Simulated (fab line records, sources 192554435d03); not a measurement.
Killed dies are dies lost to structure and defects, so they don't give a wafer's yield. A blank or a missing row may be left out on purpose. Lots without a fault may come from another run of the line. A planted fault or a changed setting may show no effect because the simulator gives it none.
Which tool did it? | flow n5_finfet | 9 lots, 26 wafers sampled, at 4 steps of a route of 1938

WHAT THE GAUGES READ, wafer by wafer
N5_FIN_SAQP_INSPECT_18: inspects for defects (brightfield).
lot  | measured    | on                | raw_defect_count
L829 | day 3 03:47 | defect_inspect-01 | 309 392 449
L830 | day 3 09:58 | defect_inspect-01 | 395 256 318
L831 | day 3 17:00 | defect_inspect-02 | 373 235 311
L833 | day 4 05:23 | defect_inspect-02 | 356 485
L836 | day 4 22:56 | defect_inspect-02 | 278 402 279
L843 | day 6 18:03 | defect_inspect-01 | 321 251 1539
L844 | day 6 21:36 | defect_inspect-01 | 418 351 340
L846 | day 7 09:59 | defect_inspect-01 | 472 342 457
L847 | day 7 15:46 | defect_inspect-02 | 462 331 363

WHICH TOOL RAN EACH LOT (tool, then ch and the chambers of the sampled wafers, then the start)
lot  | N5_FIN_SAQP_ALD_61               | N5_FIN_SAQP_DENSIFY_62          | N5_FIN_SAQP_PECVD_47
L829 | ald_sin-03 ch 0,2, day 3 02:26   | rtp_anneal-02 ch 0, day 3 02:52 | pecvd-04 ch 1,2, day 3 03:11
L830 | ald_sin-01 ch 0,2,3, day 3 08:33 | rtp_anneal-02 ch 0, day 3 08:54 | pecvd-04 ch 0,1,2, day 3 09:14
L831 | ald_sin-01 ch 1,2, day 3 15:07   | rtp_anneal-02 ch 0, day 3 15:58 | pecvd-01 ch 0,1,2, day 3 16:17
L833 | ald_sin-01 ch 1,3, day 4 04:05   | rtp_anneal-02 ch 0, day 4 04:23 | pecvd-03 ch 0,1, day 4 04:44
L836 | ald_sin-03 ch 0,1,2, day 4 21:40 | rtp_anneal-02 ch 0, day 4 21:52 | pecvd-03 ch 0,1,2, day 4 22:13
L843 | ald_sin-01 ch 0,1,2, day 6 16:47 | rtp_anneal-01 ch 0, day 6 17:01 | pecvd-01 ch 0,1,2, day 6 17:20
L844 | ald_sin-03 ch 0,1,3, day 6 20:20 | rtp_anneal-02 ch 0, day 6 20:33 | pecvd-01 ch 0,1, day 6 20:53
L846 | ald_sin-03 ch 1,2, day 7 08:44   | rtp_anneal-02 ch 0, day 7 08:56 | pecvd-01 ch 1,2, day 7 09:16
L847 | ald_sin-03 ch 0,2, day 7 14:25   | rtp_anneal-02 ch 0, day 7 14:50 | pecvd-03 ch 0,2, day 7 15:10
- N5_FIN_SAQP_ALD_61: deposits SiO2, target thk 4 nm, pulse time 1 s, purge time 2 s.
- N5_FIN_SAQP_DENSIFY_62: time 60 s.
- N5_FIN_SAQP_PECVD_47: deposits a-Si from SiH4/He, target thk 45 nm, time 36.3 s.

THE ANSWER, worked out from the rows above alone
Rule: what is usual is taken from the lots themselves. Put in order of their means at a reading, lots are off if they are a third of the lots or fewer, leave a main group of 4 or more, and stand apart from it by a gap of 3 or more times the standard deviation of the main group's means; of several such gaps the widest counts. A main group whose means are all the same, to the digits that the tables above print for the reading, isn't used. A lot without any number at a reading at which 4 lots or more have one is off too. The other lots that the step has rows for count as sound.
Off: L843, at N5_FIN_SAQP_INSPECT_18 (raw_defect_count). The main group: mean 366, standard deviation 43.
A tool fits if, at a process step before that reading, it ran every lot that is off, and no sound lot after the first of them. The gauges at N5_FIN_SAQP_INSPECT_18 are tried like those tools. Can't be told from this: 2 tools fit, ald_sin-01 at N5_FIN_SAQP_ALD_61, rtp_anneal-01 at N5_FIN_SAQP_DENSIFY_62.

WHAT THE SIMULATOR HAD PUT IN
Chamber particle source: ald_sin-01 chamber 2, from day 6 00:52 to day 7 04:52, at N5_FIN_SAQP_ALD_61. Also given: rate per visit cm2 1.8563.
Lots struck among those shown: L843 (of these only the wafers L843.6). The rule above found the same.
